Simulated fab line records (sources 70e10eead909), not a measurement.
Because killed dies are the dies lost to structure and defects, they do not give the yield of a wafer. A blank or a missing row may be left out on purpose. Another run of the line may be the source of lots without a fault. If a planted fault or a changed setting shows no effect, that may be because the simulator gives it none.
Struck lot and sound lot, side by side ; flow nandHarc ; 39 steps out of a route of 1302
Sound: the wafers L672.2, L672.4, L672.6. Struck: wafer L689.5 (left out: L689.2, L689.3 of the same lot, which were not struck); the cause appears at the end.
Each step with rows lists, per side, the tool, then ch with its chambers, then its first start. Under that, the readings that differ: sound wafers ; struck wafers ; difference of the means ; sigmas: that difference in standard deviations of wafers without a fault.
alike: a reading whose means differ by less than 2 such deviations, as well as words and numbers matching on both sides. not compared: withheld readings; readings where some wafer has no value; bounds like >300 that might hide an equal value; numbers whose values overlap and for which the record gives no deviation.
A row with sigmas, a row that says differs or no value, or rows on one side alone: a step with any of these is where the two part. When numbers do not overlap yet have no deviation, they are printed without sigmas and do not part them. Lack of a reading on every wafer of one side parts them only where that side has two or more wafers.

first, 10 steps without rows for these wafers: NHARC_A_STAIRCASE_EXPOSE_181 (exposes mask STAIR 2); NHARC_A_STAIRCASE_PEB_182 (peb time 130 s); NHARC_A_STAIRCASE_DEVELOP_183 (time 140 s); NHARC_A_STAIRCASE_HARDBAKE_185 (time 140 s); NHARC_A_STAIRCASE_DESCUM_186 (chemistry O2, time 3 s); NHARC_A_STAIRCASE_TRIM_187 (chemistry O2, time 211.2 s); NHARC_A_STAIRCASE_ETCH_188 (etches the open film in C4F8/O2, target depth 100 nm, time 40.5 s); NHARC_A_STAIRCASE_TRIM_189 (chemistry O2, time 211.2 s); NHARC_A_STAIRCASE_ETCH_190 (etches the open film in C4F8/O2, target depth 100 nm, time 40.5 s); NHARC_A_STAIRCASE_TRIM_191 (chemistry O2, time 211.2 s).
NHARC_A_STAIRCASE_ETCH_192: etches the open film in C4F8/O2, target depth 100 nm, time 40.5 s.
  sound: rieDiel-02 ch 0,2; struck: rieDiel-13 ch 0
  alike: oesProductAu, rfVppV
  not compared: rfHoursCounterH
NHARC_A_STAIRCASE_TRIM_193: chemistry O2, time 211.2 s.
  sound on rieDiel-02 ch 0,1,3, day 16 08:47; struck on rieDiel-13 ch 2, day 23 22:11
  alike: drypumpMotorCurrentA, oesProductAu, rfVppV, showerheadPlenumPTorr, throttleValvePct
  not compared: rfHoursCounterH
then, 3 steps without rows for these wafers: NHARC_A_STAIRCASE_ETCH_194 (etches the open film in C4F8/O2, target depth 100 nm, time 40.5 s); NHARC_A_STAIRCASE_TRIM_196 (chemistry O2, time 211.2 s); NHARC_A_STAIRCASE_ETCH_197 (etches the open film in C4F8/O2, target depth 100 nm, time 40.5 s).
NHARC_A_STAIRCASE_TRIM_198: chemistry O2, time 211.2 s.
  sound: rieDiel-13 ch 2,3; struck: rieDiel-13 ch 0
reading;sound;struck;difference;sigmas
oesProductAu (a.u.);1.021 1.003 1.007;0.975;-0.035;-3
  alike: drypumpMotorCurrentA, rfVppV, showerheadPlenumPTorr, throttleValvePct
  not compared: rfHoursCounterH
NHARC_A_STAIRCASE_ETCH_199: etches the open film in C4F8/O2, target depth 100 nm, time 40.5 s.
  sound: rieDiel-13 ch 1,2; struck: rieDiel-13 ch 2
  alike: oesProductAu, rfVppV
  not compared: rfHoursCounterH
then, 3 steps without rows for these wafers: NHARC_A_STAIRCASE_TRIM_200 (chemistry O2, time 211.2 s); NHARC_A_STAIRCASE_ETCH_201 (etches the open film in C4F8/O2, target depth 100 nm, time 40.5 s); NHARC_A_STAIRCASE_TRIM_202 (chemistry O2, time 211.2 s).
NHARC_A_STAIRCASE_ETCH_203: etches the open film in C4F8/O2, target depth 100 nm, time 40.5 s.
  sound: rieDiel-13 ch 1,2,3; struck: rieDiel-13 ch 0
reading;sound;struck;difference;sigmas
oesProductAu (a.u.);0.931 0.941 0.951;0.905;-0.036;-3
  alike: rfVppV
  not compared: rfHoursCounterH
then, 16 steps without rows for these wafers: NHARC_A_STAIRCASE_STRIP_205 (strips in O2); NHARC_A_STAIRCASE_STRIP_206 (strips in SPM, time 900 s); NHARC_A_STAIRCASE_PRECLEAN_207 (cleans in SC1); NHARC_A_STAIRCASE_SRD_208; NHARC_A_STAIRCASE_DEHYDRATE_209 (time 120 s); NHARC_A_STAIRCASE_HMDS_210 (time 30 s); NHARC_A_STAIRCASE_COAT_211; NHARC_A_STAIRCASE_SOFTBAKE_212 (time 170 s); NHARC_A_STAIRCASE_EBR_213; NHARC_A_STAIRCASE_EXPOSE_214 (exposes mask STAIR 3); NHARC_A_STAIRCASE_PEB_215 (peb time 130 s); NHARC_A_STAIRCASE_DEVELOP_216 (time 140 s); NHARC_A_STAIRCASE_HARDBAKE_218 (time 140 s); NHARC_A_STAIRCASE_DESCUM_219 (chemistry O2, time 3 s); NHARC_A_STAIRCASE_TRIM_220 (chemistry O2, time 211.2 s); NHARC_A_STAIRCASE_ETCH_221 (etches the open film in C4F8/O2, target depth 100 nm, time 40.5 s).
NHARC_A_STAIRCASE_TRIM_222: chemistry O2, time 211.2 s.
  sound: rieDiel-13 ch 0,3; struck: rieDiel-02 ch 2
  alike: drypumpMotorCurrentA, oesProductAu, rfVppV, showerheadPlenumPTorr, throttleValvePct
  not compared: rfHoursCounterH
-- the record jumps here: 9 days lie between the struck wafers' starts before and after (it left off in module A_STAIRCASE and takes up again in module END, whose first step shown is number 1302 of the route) --
NHARC_END_SORT_01:
  here the record holds rows for the struck wafers (prober-01 ch 0, day 33 00:07) but none for the sound ones

== WHERE THEY PART ==
At NHARC_A_STAIRCASE_TRIM_198 first; at NHARC_END_SORT_01 last (within this record only).

WHY: the cause the simulator had injected
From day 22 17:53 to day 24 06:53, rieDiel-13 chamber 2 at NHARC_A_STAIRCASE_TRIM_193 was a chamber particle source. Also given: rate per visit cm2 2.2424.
